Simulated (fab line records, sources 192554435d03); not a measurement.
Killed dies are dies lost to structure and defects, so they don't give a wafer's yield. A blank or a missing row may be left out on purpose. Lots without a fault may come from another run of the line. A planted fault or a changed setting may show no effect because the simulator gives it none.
One fault seen from 2 desks | flow n5_finfet | each desk has only its own numbers; what lay behind them comes last

THE TOOL OWNER'S DESK: rie_si-05
The tool's own readings at N5_STI_FIN_REVEAL_ETCH_34 (etches Si in H2, material Si, target depth 0.97 nm): means of the sampled wafers that have a number, for each lot that ran on this tool. A lot is out of limits, marked OUT, if its mean lies more than 4 standard deviations from the usual mean; the brackets give that distance.
Columns: A = drypump_motor_current_A at N5_STI_FIN_REVEAL_ETCH_34, usual 6.0 A; B = he_backside_leak_sccm at N5_STI_FIN_REVEAL_ETCH_34, usual 2.8 sccm; C = oes_product_au at N5_STI_FIN_REVEAL_ETCH_34, usual 1.009 a.u.; D = throttle_valve_pct at N5_STI_FIN_REVEAL_ETCH_34, usual 25.9 %
lot  | first seen here | A   | B   | C               | D
L913 | day 3 12:29     | 5.9 | 2.9 | 1.023           | 26.0
L914 | day 3 18:29     | 5.9 | 3.0 | 1.248 (+17) OUT | 26.0
L915 | day 4 00:11     | 5.9 | 2.7 | 1.244 (+17) OUT | 25.8
This desk's finding: out of limits on L914, L915; first on L914, day 3 18:29 (oes_product_au at N5_STI_FIN_REVEAL_ETCH_34). In limits: L913.

THE METROLOGY DESK
What the gauges read, lot by lot, whatever tool the lot ran on: means of the sampled wafers that have a number. A lot is out of limits, marked OUT, if its mean lies more than 4 standard deviations from the usual mean; the brackets give that distance. Of its 14 readings 7 are shown: those that lie furthest out on some lot.
Columns: A = cd_nm at N5_STI_FIN_REVEAL_CD_MEAS_22, usual 6.24 nm; B = DIBL_N at N5_BEOL_M4_RC_MEAS_101, usual 36.3 mV/V; C = DIBL_P at N5_BEOL_M4_RC_MEAS_101, usual 36.2 mV/V; D = IOFF_N_LIN at N5_BEOL_M4_RC_MEAS_101, usual 0.073 nA/um; E = ION_N at N5_BEOL_M4_RC_MEAS_101, usual 673 uA/um; F = VT_N at N5_BEOL_M4_RC_MEAS_101, usual 251 mV; G = VT_N_LVT at N5_BEOL_M4_RC_MEAS_101, usual 99 mV
lot  | first seen here | A    | B    | C    | D     | E   | F   | G
L913 | day 3 13:04     | 6.23 | 35.1 | 35.0 | 0.064 | 667 | 254 | 104
L914 | day 3 19:04     | 5.34 | 30.9 | 29.3 | 0.038 | 638 | 262 | 111
L915 | day 4 00:46     | 5.43 | 32.9 | 31.3 | 0.045 | 647 | 257 | 106
L925 | day 6 11:43     | 6.34 | 35.8 | 36.4 | 0.076 | 678 | 247 | 97
This desk's finding: nothing out of limits on any of the 4 lots.

PUT TOGETHER
The tool owner's desk could have raised an alarm at day 3 18:29, on L914, L915.
The metrology desk saw nothing out of limits.
The metrology desk has L914, L915 on record, within its limits.
Of the lots named, all ran N5_STI_FIN_REVEAL_ETCH_34 on rie_si-05.

WHAT THE SIMULATOR HAD PUT IN
Process parameter drift: rie_si-05, from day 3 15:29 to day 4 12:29, at N5_STI_FIN_REVEAL_ETCH_34. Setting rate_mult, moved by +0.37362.
Lots struck among those shown: L914, L915.
Hours from the fault's start to each desk's first reading out of limits: the tool owner's desk, 3.
